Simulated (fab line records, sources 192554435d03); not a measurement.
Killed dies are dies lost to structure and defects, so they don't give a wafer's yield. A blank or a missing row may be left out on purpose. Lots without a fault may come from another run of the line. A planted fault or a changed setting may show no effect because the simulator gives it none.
Split-lot experiment | flow n5_finfet | 7 lots, 21 wafers read, on a route of 1938 steps

THE SPLIT
At N5_BEOL_M4_COAT_62 (time 60 s, resist thk 12 nm), the setting spin_rpm was moved away from the recipe's 1500 rpm on 12 of the 21 wafers read, by -8.2% to +9.9%. The other wafers ran this setting at the recipe's value.

FROM THE SPLIT TO THE READING: what the file shows between them, 6 steps
- N5_BEOL_M4_EXPOSE_08: exposes mask M4 (also split here: dose_mj)
- N5_BEOL_M4_PEB_09: peb time 60 s
- N5_BEOL_M4_DEVELOP_10: develop time 30 s
- N5_BEOL_M4_CD_MEAS_11: target cd 16.79 nm
- N5_BEOL_M4_DESCUM_16: chemistry O2, time 7 s
- N5_BEOL_M4_ETCH_74: etches underlayer in N2/H2, target depth 6.5 nm, time 5.2 s

THE READING
CAR-EUV_of_BEOL_M4_COAT_05.thk_nm (the simulator's own value, which no gauge read), in nm, at N5_BEOL_M4_ETCH_63 (etches SiARC in CF4, target depth 15.6 nm, time 26 s). The file gives no usual value for it. The 9 wafers here that ran the recipe average 11.1 nm, standard deviation 0.099 nm.

wafer  | tool, chamber at the split | spin_rpm as run, rpm | against the recipe | CAR-EUV_of_BEOL_M4_COAT_05.thk_nm, nm | against lot-mates on the recipe
L075.2 | litho_track-02, 0          | 1620                 | +8.0%              | 11.4                                  | no lot-mate on the recipe
L075.4 | litho_track-02, 0          | 1620                 | +8.0%              | 11.4                                  | no lot-mate on the recipe
L075.6 | litho_track-02, 0          | 1620                 | +8.0%              | 11.4                                  | no lot-mate on the recipe
L078.1 | litho_track-02, 0          | 1564                 | +4.3%              | 11.4                                  | +0.2
L078.4 | litho_track-02, 0          | 1500                 | recipe             | 11.2                                  | -
L078.6 | litho_track-02, 0          | 1564                 | +4.3%              | 11.4                                  | +0.2
L082.2 | litho_track-05, 0          | 1500                 | recipe             | 11.2                                  | -
L082.3 | litho_track-05, 0          | 1649                 | +9.9%              | 11.6                                  | +0.4
L082.6 | litho_track-05, 0          | 1649                 | +9.9%              | 11.6                                  | +0.4
L084.1 | litho_track-05, 0          | 1500                 | recipe             | 11                                    | -
L084.2 | litho_track-05, 0          | 1500                 | recipe             | 11.2                                  | -
L084.3 | litho_track-05, 0          | 1500                 | recipe             | 11                                    | -
L087.4 | litho_track-02, 0          | 1500                 | recipe             | 11                                    | -
L087.5 | litho_track-02, 0          | 1377                 | -8.2%              | 10.6                                  | -0.4
L087.6 | litho_track-02, 0          | 1500                 | recipe             | 11                                    | -
L093.2 | litho_track-05, 0          | 1500                 | recipe             | 11.2                                  | -
L093.4 | litho_track-05, 0          | 1591                 | +6.1%              | 11.6                                  | +0.4
L093.5 | litho_track-05, 0          | 1591                 | +6.1%              | 11.6                                  | +0.4
L096.1 | litho_track-03, 0          | 1500                 | recipe             | 11.2                                  | -
L096.4 | litho_track-03, 0          | 1553                 | +3.5%              | 11.2                                  | +0.0
L096.5 | litho_track-03, 0          | 1553                 | +3.5%              | 11.4                                  | +0.2

THE FIT
A straight line over all 21 wafers: CAR-EUV_of_BEOL_M4_COAT_05.thk_nm changes by +0.0517 nm for each +1% of spin_rpm; r = +0.91; the points scatter about the line by 0.11 nm.
The same after taking each lot's own level away (the mean of its wafers on the recipe; 18 wafers): +0.0464 nm for each +1%; r = +0.94; scatter 0.075 nm.
On that fit, the largest move of spin_rpm shifts the reading by 0.46 nm.
The lots' own levels span 11.00 to 11.20 nm, that is 2.0 times the standard deviation above.
So the lot-to-lot level changes the slope: the two fits differ.
Check: with one of the wafers moved furthest among these (+9.9%) left out of the fit, the line predicts +0.479 nm for it against its lot-mates. It came out at +0.4 nm against them.

OTHER SPLITS ON THESE WAFERS
These wafers also went through other splits before the reading. Each is held against what the fit with the lots' levels taken away leaves over:
other split on the same wafers      | wafers away from the commonest value | r with CAR-EUV_of_BEOL_M4_COAT_05.thk_nm (lot level and that fit taken away)
N5_GATE_CUT_COAT_35 spin_rpm        | 6                                    | +0.12
N5_MOL_CONTACT_COAG_PECVD_31 temp_c | 8                                    | -0.04
N5_BEOL_M0_ETCH_128 source_w        | 9                                    | +0.08
N5_BEOL_M0_SPUTTER_134 time_s       | 7                                    | -0.27
N5_BEOL_M2_SPUTTER_48 time_s        | 6                                    | +0.11
N5_BEOL_M4_EXPOSE_08 dose_mj        | 6                                    | +0.28

THE WHOLE CHAIN: every reading that the file lists as answering this split, in the file's order
step               | what it does                                         | reading                                                                            | change (the file's fit)                | r (the file's)
N5_BEOL_M4_COAT_62 | time 60 s, resist thk 12 nm                          | SiARC_of_BEOL_M4_COAT_62.thk_nm (the simulator's own value, which no gauge read)   | -0.0585 nm for each +1% of the setting | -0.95
N5_BEOL_M4_ETCH_63 | etches SiARC in CF4, target depth 15.6 nm, time 26 s | etch.depth_nm (the simulator's own value, which no gauge read)                     | -0.0616 nm for each +1% of the setting | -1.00
N5_BEOL_M4_ETCH_63 | etches SiARC in CF4, target depth 15.6 nm, time 26 s | CAR-EUV_of_BEOL_M4_COAT_05.thk_nm (the simulator's own value, which no gauge read) | +0.0466 nm for each +1% of the setting | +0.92

THE FILE'S OWN FIT
CAR-EUV_of_BEOL_M4_COAT_05.thk_nm changes by +0.0466 nm for each +1% of spin_rpm, r = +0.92.
